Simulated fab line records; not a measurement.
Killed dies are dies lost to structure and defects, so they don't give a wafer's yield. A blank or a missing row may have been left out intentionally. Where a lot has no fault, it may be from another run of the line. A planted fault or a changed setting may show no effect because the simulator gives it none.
What tool caused it? / flow n5 finfet / 10 lots with 29 wafers sampled at 2 steps, on a route of 1938 steps

WHAT THE GAUGES READ, wafer by wafer
N5_ZERO_LAYER_CD_MEAS_11 targets a cd of 2000 nm.
lot=L635; measured=day 2 00:39; on=cd sem-02; cd nm (nm)=2000.9 1998.2 2001.1
lot=L636; measured=day 2 06:39; on=cd sem-02; cd nm (nm)=2000.2 1999.8 1996.6
lot=L638; measured=day 2 18:46; on=cd sem-02; cd nm (nm)=2001.5 2002.2 2001.6
lot=L639; measured=day 3 00:47; on=cd sem-02; cd nm (nm)=1998.6 1998.2 2002.0
lot=L642; measured=day 3 18:39; on=cd sem-03; cd nm (nm)=2001.0 1996.1 2001.5
lot=L643; measured=day 4 00:38; on=cd sem-02; cd nm (nm)=2002.6 1998.4 2004.0
lot=L645; measured=day 4 12:39; on=cd sem-02; cd nm (nm)=2001.1 2002.8
lot=L646; measured=day 4 18:38; on=cd sem-01; cd nm (nm)=1998.7 2003.1 2004.3
lot=L652; measured=day 6 06:47; on=cd sem-03; cd nm (nm)=1995.9 1987.1 2000.1
lot=L656; measured=day 7 06:39; on=cd sem-03; cd nm (nm)=1981.8 1997.1 1998.4

WHICH TOOL RAN EACH LOT (tool, then ch and the chambers of the sampled wafers, then the start)
lot=L635; N5_ZERO_LAYER_PEB_09=litho track-05 ch 0, day 2 00:32
lot=L636; N5_ZERO_LAYER_PEB_09=litho track-05 ch 0, day 2 06:31
lot=L638; N5_ZERO_LAYER_PEB_09=litho track-01 ch 0, day 2 18:39
lot=L639; N5_ZERO_LAYER_PEB_09=litho track-05 ch 0, day 3 00:40
lot=L642; N5_ZERO_LAYER_PEB_09=litho track-01 ch 0, day 3 18:32
lot=L643; N5_ZERO_LAYER_PEB_09=litho track-01 ch 0, day 4 00:31
lot=L645; N5_ZERO_LAYER_PEB_09=litho track-01 ch 0, day 4 12:31
lot=L646; N5_ZERO_LAYER_PEB_09=litho track-01 ch 0, day 4 18:31
lot=L652; N5_ZERO_LAYER_PEB_09=litho track-01 ch 0, day 6 06:40
lot=L656; N5_ZERO_LAYER_PEB_09=litho track-01 ch 0, day 7 06:32
- N5_ZERO_LAYER_PEB_09

THE ANSWER, worked out from the rows above alone
Rule: the lots themselves supply what counts as usual. The widest of any qualifying gaps counts: lots, ordered by their means at a reading, are off when they make up no more than a third of the lots, leave a main group of 4 or more, and stand apart from it by 3 or more times the standard deviation of that group's means. The tables above print the reading to a certain number of digits; a main group whose means all agree to those digits is not used. Also off: a lot with no number at a reading for which 4 or more lots have one. All remaining lots with rows at the step are treated as sound.
Off at N5_ZERO_LAYER_CD_MEAS_11 (cd nm): L652, L656. The main group has a mean of 2000.7 nm with a standard deviation of 1.2.
A tool fits if, at a process step before that reading, it ran every lot that is off, and no sound lot after the first of them. The gauges at N5_ZERO_LAYER_CD_MEAS_11 are tried like those tools. 2 tools fit, litho track-01 at N5_ZERO_LAYER_PEB_09 and cd sem-03 at N5_ZERO_LAYER_CD_MEAS_11, so this cannot tell which one it is.

WHAT THE SIMULATOR HAD INSERTED
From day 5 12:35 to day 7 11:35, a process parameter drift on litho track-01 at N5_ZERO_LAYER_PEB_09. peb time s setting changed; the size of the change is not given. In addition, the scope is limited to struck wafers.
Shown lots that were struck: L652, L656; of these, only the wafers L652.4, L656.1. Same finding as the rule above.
